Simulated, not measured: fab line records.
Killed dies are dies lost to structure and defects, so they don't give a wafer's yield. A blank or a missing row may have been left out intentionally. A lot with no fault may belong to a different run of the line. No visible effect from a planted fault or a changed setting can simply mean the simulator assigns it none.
fab line records -- flow nandHarc
record lots=6, wafers=18, lastDay=32
route steps=1302 shown P_CONTACT@218
lots with no fault: from the same line, run without faults
startH: hours from the record's first day to the start of the lot's first wafer shown -- waitH: hours elapsed since this lot's preceding step -- " same as the row above -- L1.1+2: a single row standing in for several wafers -- - no value present, or no start provided -- * or withheld: withheld -- < > ~ a bound
route shown NAME@n: a module of which the file shows steps, and the number in the route of the first -- usual: mean/standard deviation taken from wafers without a fault -- same: alike in all rows -- chamber/n: place in a boat -- sites: each site's reading -- _std_site: how widely they spread, as a standard deviation -- _edge_site: inner sites' mean taken away from outer sites' mean -- radiusMm: for every site, how far away it sits from the centre of the wafer -- mask NAME#n: copy n -- behind: the tool/chamber that last shaped the wafer -- hold: why the lot was held/for how many hours/how that ended -- device: whichever transistor did not switch (one of n, p or np) -- end of line: at the end of the route, the tests of the same wafers -- where a step has no rows: the recipe by itself -- killed: the dies lost at the first sort to structure and to defects; this is not the yield of the wafer -- map: the dies of a wafer, with x for killed, . for not killed, _ for no die there
set.NAME: the run value of the setting; set.NAME@STEP: its run value at that earlier step -- model.NAME: the simulator's own value behind a step, which no gauge read
lots seen at some steps along the route; tables by step, rows by wafer
services: from which hour (startH, from the record's first day; less than 0 if before it) a tool's chamber was out of use, for how many hours, and why
## steps
# step NHARC_P_CONTACT_DEP_00
# recipe targetThkA=5000, tempC=400, pressureTorr=6.5, rfW=900, teosFlowSccm=161.4, flowSccm=2650, targetThkNm=500, gas=O2, material=SiO2
# usual heaterPowerOuterW=279/63, heaterPowerW=496/76, susceptorTempC=400.00/0.23, throttleValvePct=15.9/0.42
lot.wafer,tool,chamber,startH,waitH,heaterPowerOuterW,heaterPowerW,susceptorTempC,throttleValvePct
L613.1,pecvd-02,2,-,-,306,486,399.72,16.4
L613.4,pecvd-02,0,-,-,361,563,400.03,15.9
L613.6,pecvd-02,1,-,-,194,456,399.80,15.2
L617.1,pecvd-01,1,-,-,221,443,400.12,16.0
L617.6,pecvd-01,1,-,-,235,463,400.05,15.8
L617.4,pecvd-01,0,-,-,302,481,400.13,15.6
L618.2,pecvd-01,0,-,-,329,536,400.05,15.6
L618.3,pecvd-01,1,-,-,252,490,399.96,15.8
L618.5,pecvd-01,2,-,-,258,439,399.89,15.9
L627.3,pecvd-01,0,-,-,295,497,400.15,15.8
L627.2,pecvd-01,1,-,-,246,464,399.94,16.4
L627.6,pecvd-01,1,-,-,259,482,399.82,16.2
L629.1,pecvd-01,0,303.57,0.3,349,577,399.99,15.7
L629.4,pecvd-01,0,303.57,0.3,237,416,400.04,15.3
L629.5,pecvd-01,1,303.57,0.3,265,491,400.52,16.6
L630.3,pecvd-03,2,-,-,215,416,399.86,16.3
L630.1,pecvd-03,0,-,-,344,616,400.28,16.5
L630.2,pecvd-03,1,-,-,374,635,400.23,16.3
# step NHARC_P_CONTACT_CMP_01
# recipe targetThkNm=200, material=SiO2
# usual motorCurrentA=11.5/1
lot.wafer,tool,chamber,startH,waitH,motorCurrentA
L613.4,cmp-03,2,140.23,-,11.7
L613.1,cmp-03,3,140.23,-,10.2
L613.6,cmp-03,1,140.23,-,12.1
L617.1,cmp-04,1,185.09,-,11.0
L617.4,cmp-04,2,185.09,-,11.7
L617.6,cmp-04,2,185.09,-,12.4
L618.2,cmp-03,2,195.98,-,12.0
L618.3,cmp-03,3,195.98,-,9.9
L618.5,cmp-03,2,195.98,-,12.3
L627.3,cmp-03,2,292.70,-,11.2
L627.2,cmp-03,1,292.70,-,12.3
L627.6,cmp-03,3,292.70,-,10.4
L629.1,cmp-02,1,304.18,0.5,12.7
L629.4,cmp-02,0,304.18,0.5,11.5
L629.5,cmp-02,2,304.18,0.5,11.3
L630.2,cmp-02,2,324.45,-,11.7
L630.1,cmp-02,3,324.45,-,11.0
L630.3,cmp-02,0,324.45,-,11.1
# step NHARC_P_CONTACT_SRD_03
# step NHARC_P_CONTACT_DEHYDRATE_04
# recipe tempC=150, timeS=120
# step NHARC_P_CONTACT_HMDS_05
# recipe timeS=30
# step NHARC_P_CONTACT_COAT_33
# recipe tempC=260, timeS=75
# step NHARC_P_CONTACT_COAT_34
# recipe tempC=225, timeS=65
# step NHARC_P_CONTACT_COAT_06
# recipe spinRpm=1500, resistThkNm=90
# step NHARC_P_CONTACT_SOFTBAKE_07
# recipe tempC=105, timeS=55
# step NHARC_P_CONTACT_EBR_08
# step NHARC_P_CONTACT_EXPOSE_09
# recipe na=1.35, targetCdNm=90, doseMj=81.26, maskId=P_CA
# step NHARC_P_CONTACT_PEB_10
# recipe pebTempC=100, pebTimeS=65
# usual heaterPowerTotalW=156.6/0.41, plateTempC=99.99/0.13
# same pebTimeS=65
lot.wafer,tool,chamber,startH,waitH,heaterPowerTotalW,plateTempC
L613.1,lithoTrack-04,0,140.98,0.1,157.0,99.97
L613.4,lithoTrack-04,0,140.98,0.1,157.0,100.10
L613.6,lithoTrack-04,0,140.98,0.1,157.1,100.19
L617.1,lithoTrack-04,0,185.71,0.1,149.6,96.74
L617.4,lithoTrack-04,0,185.71,0.1,149.8,96.42
L617.6,lithoTrack-04,0,185.71,0.1,149.1,96.71
L618.2,lithoTrack-04,0,196.70,0.1,149.9,96.65
L618.3,lithoTrack-04,0,196.70,0.1,148.9,96.55
L618.5,lithoTrack-04,0,196.70,0.1,149.4,96.50
L627.2,lithoTrack-06,0,293.45,0.1,156.8,99.74
L627.3,lithoTrack-06,0,293.45,0.1,157.0,99.73
L627.6,lithoTrack-06,0,293.45,0.1,156.5,99.76
L629.1,lithoTrack-01,0,304.93,0.1,156.6,99.76
L629.4,lithoTrack-01,0,304.93,0.1,156.8,99.96
L629.5,lithoTrack-01,0,304.93,0.1,156.3,99.66
L630.1,lithoTrack-06,0,325.17,0.1,156.4,100.13
L630.2,lithoTrack-06,0,325.17,0.1,156.5,99.91
L630.3,lithoTrack-06,0,325.17,0.1,156.3,99.94
# step NHARC_P_CONTACT_DEVELOP_11
# recipe developTimeS=35, devTempC=23
## services
tool,chamber,startH,hours,kind
pecvd-01,1,124.69,16.6,repair
pecvd-01,-,130.00,13.0,pm
cmp-02,-,134.78,4.0,pm
cmp-04,-,140.27,2.7,repair
pecvd-02,0,141.67,7.6,repair
cmp-03,-,142.79,1.1,repair
cmp-03,-,148.42,1.3,repair
lithoTrack-01,-,155.00,7.0,pm
pecvd-02,-,155.16,0.6,repair
cmp-03,-,155.87,0.5,repair
cmp-04,-,157.99,2.4,repair
cmp-03,-,162.00,4.0,pm
lithoTrack-06,-,179.00,7.0,pm
cmp-02,-,202.50,3.7,repair
lithoTrack-04,-,203.00,7.0,pm
cmp-02,-,232.78,4.0,pm
cmp-03,-,232.88,0.3,repair
cmp-03,-,235.72,1.1,repair
cmp-03,-,260.00,4.0,pm
pecvd-01,-,263.46,2.7,repair
cmp-02,-,289.66,0.4,repair
pecvd-01,2,299.59,11.9,repair
cmp-03,-,303.36,1.0,repair
pecvd-01,-,311.00,13.0,pm
## key
firstSign step=NHARC_P_CONTACT_PEB_10, reading=plateTempC, direction=down, sigmas=26, usual=*, struck=*
effect step=NHARC_P_CONTACT_PEB_10, reading=heaterPowerTotalW, direction=down, sigmas=17, usual=*, struck=*
metAt NHARC_P_CONTACT_PEB_10
struckWafers L617.1,L617.4,L617.6,L618.2,L618.3,L618.5
sortLeftOut L617.1,L617.4,L617.6,L618.2,L618.3,L618.5
testerLeftOut L617,L618
onsetBetween 140.98 185.71
fault kind=processParameterDrift, tool=lithoTrack-04, chamber=-, onsetH=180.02, steps=NHARC_P_CONTACT_PEB_10, channel=pebTempC, offset=*, shape=step, endH=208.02, actsIn=*, stated=*
# testerLeftOut: of these lots the tester's yield and bins aren't shown, on N5 and GAA mostly nor the transistor test; their killed dies are dies lost to structure and defects alone, not to doping, threshold or leakage, so they don't give the yield
# sortLeftOut: the simulated sort isn't trusted on such a fault, so these wafers' sort isn't shown, and their yield isn't known
